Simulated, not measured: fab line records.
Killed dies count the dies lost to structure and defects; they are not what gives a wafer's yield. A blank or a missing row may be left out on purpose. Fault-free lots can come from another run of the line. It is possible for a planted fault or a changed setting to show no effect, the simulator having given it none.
Struck lot and sound lot, side by side    flow n5-finfet    42 out of 1938 route steps
Sound: these wafers, L885.1, L885.4, L885.5. Struck: wafers L897.2, L897.3, L897.5. The cause is given at the end.
For every step that has rows: the tool of each side, followed by ch and its chambers, followed by its first start. Under that, the readings that differ: sound wafers    struck wafers    difference of the means    sigmas: that difference in standard deviations of wafers without a fault.
alike: a reading whose means differ by less than 2 such deviations, as well as words and numbers matching on both sides. not compared: withheld readings; readings where some wafer has no value; bounds like >300 that might hide an equal value; numbers whose values overlap and for which the record gives no deviation.
The two part at a step that has a row with sigmas, a row that says differs or no value, or rows on one side only. Numbers that have no deviation but don't overlap get no sigmas and don't part them. A reading that every wafer of one side lacks parts them only if that side has two wafers or more.

first, 1 step without rows for these wafers: N5_BEOL_M4_ETCH_41 (etches SiCN in CH3F/O2, target depth 29.9 nm, time 52.5 s).
N5_BEOL_M4_STRIP_97: strips in N2/H2, time 10 s.
  sound on rie-diel-03 ch 0,3; struck on rie-diel-01 ch 1,2
  alike: drypump-motor-current-A, oes-product-au, rf-vpp-V, showerhead-plenum-p-Torr, throttle-valve-pct
  not compared: rf-hours-counter-h
N5_BEOL_M4_OCD_MEAS_38:
  sound: ocd-02 at day 11 08:33; struck: ocd-01 at day 14 04:37
  alike: trench-depth-nm
then, 4 steps without rows for these wafers: N5_BEOL_M4_HM_STRIP_39 (strips TiN in peroxide tin strip, target depth 25 nm, time 158 s); N5_BEOL_M4_SRD_40 (time 30 s); N5_BEOL_M4_PRECLEAN_42 (cleans in residue remover, time 60 s); N5_BEOL_M4_SRD_43 (time 30 s).
N5_BEOL_M4_CD_MEAS_35: target cd 18 nm, target cd y 22.4 nm.
  sound: cd-sem-03 at day 11 08:42; struck: cd-sem-03 at day 14 04:49
  alike: cd-nm
then, 3 steps without rows for these wafers: N5_BEOL_M4_DEGAS_44 (time 60 s); N5_BEOL_M4_PRE_CLEAN_45 (time 30 s); N5_BEOL_M4_ALD_84 (deposits TaN, pulse time 2 s, purge time 3 s, co reactant purge time 2 s).
N5_BEOL_M4_SURFACE_TREAT_85:
  sound: pvd-sputter-02 at day 11 09:32; struck: pvd-sputter-03 at day 14 05:26
  not compared: throttle-valve-pct
N5_BEOL_M4_CVD_47: deposits Co from CCTBA/H2, target thk 3 nm, time 223.8 s.
  sound on cvd-co-01 ch 0,1,2, day 11 09:35; struck on cvd-co-02 ch 0,1, day 14 05:43
then, 4 steps without rows for these wafers: N5_BEOL_M4_SPUTTER_48 (material Cu, target thk 4.5 nm, time 8.29 s); N5_BEOL_M4_ANNEAL_49 (time 240 s); N5_BEOL_M4_SPUTTER_79 (material Cu, target thk 4.5 nm, time 8.29 s); N5_BEOL_M4_ANNEAL_80 (time 240 s).
N5_BEOL_M4_SPUTTER_81: material Cu, target thk 4.5 nm, time 8.29 s.
  sound: pvd-sputter-02 at day 11 10:11; struck: pvd-sputter-01 at day 14 07:41
  alike: throttle-valve-pct
N5_BEOL_M4_ANNEAL_82: time 240 s.
  sound: pvd-sputter-02 at day 11 10:16; struck: pvd-sputter-01 at day 14 07:46
  alike: heater-power-w
then, 9 steps without rows for these wafers: N5_BEOL_M4_SPUTTER_86 (material Cu, target thk 4.5 nm, time 8.29 s); N5_BEOL_M4_ANNEAL_87 (time 240 s); N5_BEOL_M4_SPUTTER_88 (material Cu, target thk 4.5 nm, time 8.29 s); N5_BEOL_M4_ANNEAL_89 (time 240 s); N5_BEOL_M4_SPUTTER_90 (material Cu, target thk 4.5 nm, time 8.29 s); N5_BEOL_M4_ANNEAL_91 (time 240 s); N5_BEOL_M4_SPUTTER_92 (material Cu, target thk 4.5 nm, time 8.29 s); N5_BEOL_M4_ANNEAL_93 (time 240 s); N5_BEOL_M4_SPUTTER_94 (material Cu, target thk 4.5 nm, time 8.29 s).
N5_BEOL_M4_ANNEAL_95: time 240 s.
  sound: pvd-sputter-02 at day 11 11:22; struck: pvd-sputter-01 at day 14 08:52
  alike: heater-power-w
then, 4 steps without rows for these wafers: N5_BEOL_M4_SPUTTER_96 (material Cu, target thk 4.5 nm, time 8.29 s); N5_BEOL_M4_ECD_50 (material Cu, target thk 300 nm); N5_BEOL_M4_ANNEAL_51 (time 90 s); N5_BEOL_M4_CMP_52 (polishes, stops on SiOC, t overpolish 6.8 s, target thk 40 nm).
N5_BEOL_M4_THK_MEAS_53: measures by xrf.
  sound: film-metro-02 at day 11 12:17; struck: film-metro-02 at day 14 09:48
  alike: M4_THK
then, 4 steps without rows for these wafers: N5_BEOL_M4_PRE_CLEAN_60 (time 15 s); N5_BEOL_M4_CO_CAP_55 (material Co, precursor CCTBA/H2, target thk 2 nm, time 102.1 s); N5_BEOL_M4_PRE_CLEAN_56 (time 15 s); N5_BEOL_M4_DEP_57 (deposits SiCN from 3MS/NH3, target thk 8 nm, time 14 s).
N5_BEOL_M4_RS_MEAS_58: measurement is done with a four-point probe.
  sound: film-metro-02 at day 11 12:33; struck: film-metro-01 at day 14 10:08
reading         sound           struck          difference  sigmas
M4_RS (ohm/sq)  0.68 0.73 0.71  0.62 0.66 0.65  -0.06       -2
N5_BEOL_M4_RC_MEAS_101:
  sound on prober-01 ch 0, day 11 12:36; struck on prober-02 ch 0, day 14 10:20
reading        sound           struck          difference  sigmas
SS_N (mV/dec)  70.6 70.4 70.6  71.8 71.5 72.3  +1.3        +2
  alike: DIBL_N, DIBL_P, IOFF_N, IOFF_P, ION_N, ION_P, SS_P, VT_N, VT_P
then, 1 step without rows for these wafers: N5_BEOL_M5_ILD_DEP_00 (deposits SiCOH lowk from DEMS/porogen, target thk 140.64 nm, time 25.9 s).
-- a jump in the record: the struck wafers' starts before and after are 4 days apart (it breaks off in module BEOL_M5 and resumes in module PASSIVATION, where the first step shown is number 1936 of the route) --
N5_PASSIVATION_PROBE_49:
  sound: prober-02 at day 15 21:46; struck: prober-01 at day 18 21:53
reading                   sound           struck          difference  sigmas
defect-limited-yield (%)  92.0 88.4 88.3  83.6 83.6 84.6  -5.6        -4
killed_at_M4_up           12 19 21        121 125 117     +104        +19
killed-dies               94 137 138      194 194 182     +67         +4
killed-on-rim             14 26 22        30 29 27        +8          +2
killed-open               54 81 100       54 52 44        -28         -2
sort_bin_5_function (%)   5.1 6.7 6.5     9.9 9.5 8.8     +3.3        +3
sort-n-pass               1086 1043 1042  986 986 998     -67         -4
sort-yield-pct (%)        92.0 88.4 88.3  83.6 83.6 84.6  -5.6        -4
  alike: killed_at_M0_to_M3, killed-at-contacts, killed-at-front-end, killed-at-other, killed-short, sort_bin_6_memory

## WHERE THEY PART
Last at N5_PASSIVATION_PROBE_49 as far as this record goes, first at N5_BEOL_M4_RS_MEAS_58.

WHY: what had been put in by the simulator
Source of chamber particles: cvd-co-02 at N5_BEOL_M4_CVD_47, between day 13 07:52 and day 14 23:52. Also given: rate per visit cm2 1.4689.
